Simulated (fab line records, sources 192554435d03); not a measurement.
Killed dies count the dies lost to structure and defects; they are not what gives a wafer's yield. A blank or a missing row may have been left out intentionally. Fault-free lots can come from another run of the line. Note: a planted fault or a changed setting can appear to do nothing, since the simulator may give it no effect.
Chamber matching :: flow n5Finfet :: rieDiel-03 running N5_STI_FIN_REVEAL_ETCHBACK_08: 4 sister chambers
The step etches SiO2 in C4F6/O2, target depth 30.5 nm, time 10.167 s. 14 wafers are shown with their chamber, then 7 later ones without.

== WAFERS WITH THEIR CHAMBER ==
wafer: L074.4
chamber: 3
rfVppV (V): 641
showerheadPlenumPTorr (Torr): 2.81
drypumpMotorCurrentA (A): 5.5

wafer: L074.5
chamber: 3
rfVppV (V): 642
showerheadPlenumPTorr (Torr): 2.81
drypumpMotorCurrentA (A): 5.5

wafer: L074.6
chamber: 2
rfVppV (V): 647
showerheadPlenumPTorr (Torr): 2.73
drypumpMotorCurrentA (A): 5.9

wafer: L084.1
chamber: 3
rfVppV (V): 641
showerheadPlenumPTorr (Torr): 2.80
drypumpMotorCurrentA (A): 5.5

wafer: L084.3
chamber: 2
rfVppV (V): 646
showerheadPlenumPTorr (Torr): 2.72
drypumpMotorCurrentA (A): 5.9

wafer: L084.6
chamber: 3
rfVppV (V): 641
showerheadPlenumPTorr (Torr): 2.80
drypumpMotorCurrentA (A): 5.5

wafer: L086.1
chamber: 0
rfVppV (V): 682
showerheadPlenumPTorr (Torr): 2.95
drypumpMotorCurrentA (A): 5.8

wafer: L086.4
chamber: 0
rfVppV (V): 681
showerheadPlenumPTorr (Torr): 2.95
drypumpMotorCurrentA (A): 5.8

wafer: L086.5
chamber: 2
rfVppV (V): 647
showerheadPlenumPTorr (Torr): 2.71
drypumpMotorCurrentA (A): 5.8

wafer: L089.3
chamber: 2
rfVppV (V): 646
showerheadPlenumPTorr (Torr): 2.71
drypumpMotorCurrentA (A): 5.9

wafer: L089.4
chamber: 0
rfVppV (V): 681
showerheadPlenumPTorr (Torr): 2.94
drypumpMotorCurrentA (A): 5.8

wafer: L089.6
chamber: 1
rfVppV (V): 674
showerheadPlenumPTorr (Torr): 2.88
drypumpMotorCurrentA (A): 5.8

wafer: L091.1
chamber: 3
rfVppV (V): 641
showerheadPlenumPTorr (Torr): 2.80
drypumpMotorCurrentA (A): 5.5

wafer: L091.3
chamber: 0
rfVppV (V): 681
showerheadPlenumPTorr (Torr): 2.94
drypumpMotorCurrentA (A): 5.8

SIGNATURES, as means of the wafers listed above
reading: rfVppV
chamber 0: 681.25
chamber 1: 674.00
chamber 2: 646.50
chamber 3: 641.20
scatter within a chamber: 0.505

reading: showerheadPlenumPTorr
chamber 0: 2.9450
chamber 1: 2.8800
chamber 2: 2.7175
chamber 3: 2.8040
scatter within a chamber: 0.00704

reading: drypumpMotorCurrentA
chamber 0: 5.800
chamber 1: 5.800
chamber 2: 5.875
chamber 3: 5.500
scatter within a chamber: 0.0274
Rule: a wafer's distance from a chamber is the root of the sum, over the readings, of the square of ((its reading less the chamber's mean) divided by the reading's scatter). If the next closest chamber is less than 2 further off than the closest, the wafer can't be placed; otherwise it belongs to the closest. The scatter: the root of (the sum of the squares of (reading less its chamber's mean) over the shown wafers, divided by (wafers less chambers)).

== WAFERS WHOSE CHAMBER IS MISSING ==
wafer: L091.6
rfVppV (V): 681
showerheadPlenumPTorr (Torr): 2.94
drypumpMotorCurrentA (A): 5.8

wafer: L092.2
rfVppV (V): 641
showerheadPlenumPTorr (Torr): 2.80
drypumpMotorCurrentA (A): 5.5

wafer: L092.4
rfVppV (V): 674
showerheadPlenumPTorr (Torr): 2.88
drypumpMotorCurrentA (A): 5.8

wafer: L092.6
rfVppV (V): 647
showerheadPlenumPTorr (Torr): 2.71
drypumpMotorCurrentA (A): 5.9

wafer: L097.2
rfVppV (V): 646
showerheadPlenumPTorr (Torr): 2.71
drypumpMotorCurrentA (A): 5.9

wafer: L097.4
rfVppV (V): 641
showerheadPlenumPTorr (Torr): 2.79
drypumpMotorCurrentA (A): 5.5

wafer: L097.6
rfVppV (V): 639
showerheadPlenumPTorr (Torr): 2.79
drypumpMotorCurrentA (A): 5.5

== WHICH CHAMBER EACH ONE RAN IN ==
wafer: L091.6
from the rows above: 0
in truth: 0

wafer: L092.2
from the rows above: 3
in truth: 3

wafer: L092.4
from the rows above: 1
in truth: 1

wafer: L092.6
from the rows above: 2
in truth: 2

wafer: L097.2
from the rows above: 2
in truth: 2

wafer: L097.4
from the rows above: 3
in truth: 3

wafer: L097.6
from the rows above: 3
in truth: 3
Placed correctly: 7 of 7. Not placeable from these rows: 0. Number placed wrongly: 0.
